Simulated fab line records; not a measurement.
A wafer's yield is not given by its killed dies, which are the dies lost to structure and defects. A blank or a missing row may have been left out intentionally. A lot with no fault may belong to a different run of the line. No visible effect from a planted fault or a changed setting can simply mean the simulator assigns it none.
3 desks looking at one fault | flow n5_finfet | every desk sees just its own numbers, and what lay behind them comes last

## THE DEFECT DESK
What the inspections along the route counted, lot by lot: means of the sampled wafers that have a number. The brackets show how far a lot's mean lies from the usual mean; more than 4 standard deviations puts the lot out of limits, marked OUT.
Columns: A = raw_defect_count at N5_MIM_BOT_LITHO_INSPECT_12, usual 2.1
lot  | first seen here | A
L133 | day 12 07:11    | 0.7
L140 | day 13 16:30    | 2.3
L144 | day 15 01:05    | 2.0
L147 | day 15 07:01    | 1.3
L148 | day 15 16:31    | 1.7
L153 | day 17 11:02    | 1.7
L154 | day 17 11:28    | 2.0
Result from this desk: across the 7 lots, nothing is out of limits.

## TOOL OWNER'S DESK, rie_metal-02
The tool's own readings at N5_MIM_BOT_ETCH_ETCH_00 (etches TiN in Cl2/BCl3, target depth 45.5 nm): means of the sampled wafers that have a number, for each lot that ran on this tool. The brackets show how far a lot's mean lies from the usual mean; more than 4 standard deviations puts the lot out of limits, marked OUT.
Columns: A = drypump_motor_current_A at N5_MIM_BOT_ETCH_ETCH_00, usual 5.8 A; B = oes_ar_750_au at N5_MIM_BOT_ETCH_ETCH_00, usual 0.78 a.u.; C = oes_product_au at N5_MIM_BOT_ETCH_ETCH_00, usual 0.78 a.u.; D = rf_fwd_power_W at N5_MIM_BOT_ETCH_ETCH_00, usual 995 W; E = throttle_valve_pct at N5_MIM_BOT_ETCH_ETCH_00, usual 21.95 %
lot  | first seen here | A   | B    | C    | D              | E
L133 | day 12 07:28    | 6.1 | 0.79 | 0.79 | 998            | 21.94
L144 | day 15 01:25    | 6.2 | 1.01 | 0.88 | 1239 (+72) OUT | 21.86
L147 | day 15 07:26    | 6.1 | 1.01 | 0.88 | 1234 (+70) OUT | 21.84
L148 | day 15 16:47    | 6.1 | 1.01 | 0.88 | 1238 (+71) OUT | 21.85
This desk finds L144, L147, L148 out of limits, L144 being first, at day 15 01:25 (rf_fwd_power_W at N5_MIM_BOT_ETCH_ETCH_00). L133: within limits.

## METROLOGY DESK
Means of the sampled wafers that have a number, per lot and without regard to the tool the lot ran on: this is what the gauges read. The brackets show how far a lot's mean lies from the usual mean; more than 4 standard deviations puts the lot out of limits, marked OUT.
Columns: A = cd_nm at N5_MIM_BOT_LITHO_CD_MEAS_08, usual 3000.0 nm; B = MIM_BOT_OVL at N5_MIM_BOT_LITHO_OVL_MEAS_11, usual 0 nm
lot  | first seen here | A      | B
L133 | day 12 07:08    | 3000.2 | 2
L140 | day 13 16:27    | 2999.6 | 0
L144 | day 15 01:01    | 3000.1 | 2
L147 | day 15 06:58    | 3000.8 | -0
L148 | day 15 16:28    | 3001.0 | -1
L153 | day 17 10:58    | 3000.4 | 2
L154 | day 17 11:25    | 3001.8 | -3
Result from this desk: across the 7 lots, nothing is out of limits.

## BROUGHT TOGETHER
The tool owner's desk could have raised an alarm at day 15 01:25, on L144, L147, L148.
The defect desk saw nothing out of limits.
Metrology desk: nothing out of limits seen.
The defect desk has L144, L147, L148 on record, within its limits.
The metrology desk has L144, L147, L148 on record, within its limits.
All the named lots went through N5_MIM_BOT_ETCH_ETCH_00 on rie_metal-02.

## WHAT THE SIMULATOR PUT IN
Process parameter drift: rie_metal-02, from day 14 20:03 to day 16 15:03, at N5_MIM_BOT_ETCH_ETCH_00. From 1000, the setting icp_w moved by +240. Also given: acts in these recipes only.
Struck lots among those shown: L144, L147, L148.
Each desk's first reading out of limits, in hours after the fault started: the tool owner's desk, 5.
